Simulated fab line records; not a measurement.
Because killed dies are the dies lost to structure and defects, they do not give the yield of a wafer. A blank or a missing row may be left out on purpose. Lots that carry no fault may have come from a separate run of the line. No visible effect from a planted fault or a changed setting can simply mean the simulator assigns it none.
Lot-split experiment | flow n5_finfet | 21 wafers read across 7 lots, on a route 1938 steps long

## SPLIT DETAILS
At N5_BEOL_M14_EXPOSE_07 (exposes mask V13), the setting dose_mj was moved away from the recipe's 57 on 11 of the 21 wafers read, by -5.4% to +4.5%. The other wafers ran this setting at the recipe's value.

## FROM THE SPLIT TO THE READING: what the file shows between them, 3 steps
- N5_BEOL_M14_PEB_08: peb time 90 s
- N5_BEOL_M14_DEVELOP_09: develop time 45 s
- N5_BEOL_M14_HARDBAKE_14: time 120 s

## THE READING
cd_nm at N5_BEOL_M14_CD_MEAS_10, given in nm (cd target 250 nm). On this fab line, fault-free wafers typically give 249.0 nm with a standard deviation of 1.5 nm.

wafer  | tool, chamber at the split | dose_mj as run | against the recipe | cd_nm, nm | against lot-mates on the recipe
L078.1 | krf_scanner-01, 0          | 58.85          | +3.2%              | 254.3     | +5.9
L078.4 | krf_scanner-01, 0          | 57             | recipe             | 248.4     | -
L078.6 | krf_scanner-01, 0          | 58.85          | +3.2%              | 252.6     | +4.2
L079.2 | krf_scanner-02, 0          | 58.75          | +3.1%              | 254.8     | +7.6
L079.3 | krf_scanner-02, 0          | 57             | recipe             | 247.2     | -
L079.5 | krf_scanner-02, 0          | 58.75          | +3.1%              | 254.8     | +7.6
L089.2 | krf_scanner-02, 0          | 57             | recipe             | 247.2     | -
L089.4 | krf_scanner-02, 0          | 55.71          | -2.3%              | 242.7     | -5.4
L089.5 | krf_scanner-02, 0          | 57             | recipe             | 249.0     | -
L092.2 | krf_scanner-02, 0          | 57             | recipe             | 246.7     | -
L092.3 | krf_scanner-02, 0          | 53.93          | -5.4%              | 240.9     | -7.2
L092.5 | krf_scanner-02, 0          | 57             | recipe             | 249.4     | -
L091.1 | krf_scanner-01, 0          | 58.14          | +2.0%              | 250.4     | no lot-mate on the recipe
L091.3 | krf_scanner-01, 0          | 58.14          | +2.0%              | 249.8     | no lot-mate on the recipe
L091.4 | krf_scanner-01, 0          | 58.14          | +2.0%              | 253.3     | no lot-mate on the recipe
L093.3 | krf_scanner-02, 0          | 57             | recipe             | 249.5     | -
L093.5 | krf_scanner-02, 0          | 59.58          | +4.5%              | 255.5     | +6.0
L093.6 | krf_scanner-02, 0          | 59.58          | +4.5%              | 254.8     | +5.3
L097.2 | krf_scanner-02, 0          | 57             | recipe             | 250.5     | -
L097.3 | krf_scanner-02, 0          | 57             | recipe             | 247.3     | -
L097.4 | krf_scanner-02, 0          | 57             | recipe             | 248.1     | -

FIT RESULTS
A straight line over all 21 wafers: cd_nm changes by +1.61 nm for each +1% of dose_mj; r = +0.94; the points scatter about the line by 1.3 nm.
The same after taking each lot's own level away (the mean of its wafers on the recipe; 18 wafers): +1.56 nm for each +1%; r = +0.93; scatter 1.5 nm.
Per that fit: largest dose_mj move, reading shift of 8.4 nm.
The lots' own levels span 247.20 to 249.50 nm, that is 1.5 times the standard deviation above.
Consequently the slope shifts little with the lot-to-lot level, the two slopes agreeing.
Check: for one of the wafers moved furthest among these (-5.4%), held out of the fit, the line's prediction against its lot-mates is -9.13 nm. It came out at -7.15 nm against them.

## OTHER SPLITS APPLIED TO THESE WAFERS
Note: prior to the reading, these wafers also went through further splits. Each is held against what the fit with the lots' levels taken away leaves over:
other split on the same wafers    | wafers away from the commonest value | r with cd_nm (lot level and that fit taken away)
N5_BEOL_M11_PECVD_70 time_s       | 5                                    | -0.10
N5_BEOL_M11_ETCH_66 time_s        | 8                                    | -0.21
N5_BEOL_M11_TRENCH_ETCH_37 bias_w | 4                                    | +0.32
N5_BEOL_M13_COAT_66 spin_rpm      | 8                                    | -0.12

## FILE'S OWN FIT
cd_nm changes by +1.55 nm for each +1% of dose_mj, r = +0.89.
